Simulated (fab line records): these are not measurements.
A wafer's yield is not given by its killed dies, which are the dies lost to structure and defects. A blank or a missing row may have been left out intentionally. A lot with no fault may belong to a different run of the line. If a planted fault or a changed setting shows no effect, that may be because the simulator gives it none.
Chamber matching -- flow n5Finfet -- N5_BEOL_M2_DESCUM_16 on rieDiel-03: 4 sister chambers
The step chemistry O2, time 7 s. 18 wafers are shown with their chamber, then 9 later ones without.

== WAFERS WITH THEIR CHAMBER ==
wafer,chamber,drypumpMotorCurrentA (A),showerheadPlenumPTorr (Torr),oesProductAu (a.u.)
L075.2,0,5.5,2.00,0.78
L075.3,2,6.1,2.07,0.72
L075.4,3,5.9,2.25,0.89
L076.1,0,5.6,2.00,0.78
L076.2,3,5.9,2.25,0.88
L076.5,1,5.3,2.17,0.71
L077.1,3,5.9,2.24,0.87
L077.2,1,5.3,2.16,0.71
L077.3,0,5.6,2.00,0.78
L079.1,2,6.1,2.07,0.70
L079.4,3,5.9,2.24,0.86
L079.5,3,5.9,2.24,0.86
L086.3,2,6.1,2.06,0.69
L086.5,2,6.1,2.06,0.69
L086.6,3,5.9,2.24,0.85
L087.3,2,6.1,2.06,0.70
L087.4,1,5.3,2.16,0.70
L087.5,0,5.6,1.99,0.76

SIGNATURES (averages over the wafers above)
reading,chamber 0,chamber 1,chamber 2,chamber 3,scatter within a chamber
drypumpMotorCurrentA,5.575,5.300,6.100,5.900,0.0231
showerheadPlenumPTorr,1.9975,2.1633,2.0640,2.2433,0.00531
oesProductAu,0.7750,0.7067,0.7000,0.8683,0.0121
Rule: a wafer lies at a distance from a chamber equal to the root of the sum of squares, over the readings, of (its reading less the chamber's mean, divided by the reading's scatter). If the next closest chamber is less than 2 further off than the closest, the wafer can't be placed; otherwise it belongs to the closest. The scatter: take each reading less its chamber's mean, square it, sum over the shown wafers, divide by the number of wafers less the number of chambers, and take the root.

== WAFERS WHOSE CHAMBER IS MISSING ==
wafer,drypumpMotorCurrentA (A),showerheadPlenumPTorr (Torr),oesProductAu (a.u.)
L090.3,5.5,1.99,0.76
L090.4,5.3,2.15,0.69
L090.5,5.9,2.23,0.84
L095.1,5.6,1.98,0.74
L095.3,5.3,2.15,0.68
L095.6,5.9,2.23,0.82
L096.2,5.3,2.15,0.67
L096.5,5.3,2.15,0.67
L096.6,5.6,1.98,0.74

== EACH ONE'S CHAMBER ==
wafer,from the rows above,in truth
L090.3,0,0
L090.4,1,1
L090.5,3,3
L095.1,0,0
L095.3,1,1
L095.6,3,3
L096.2,1,1
L096.5,1,1
L096.6,0,0
Placed correctly: 9 of 9. From these rows, 0 cannot be placed. Wrongly placed: 0.
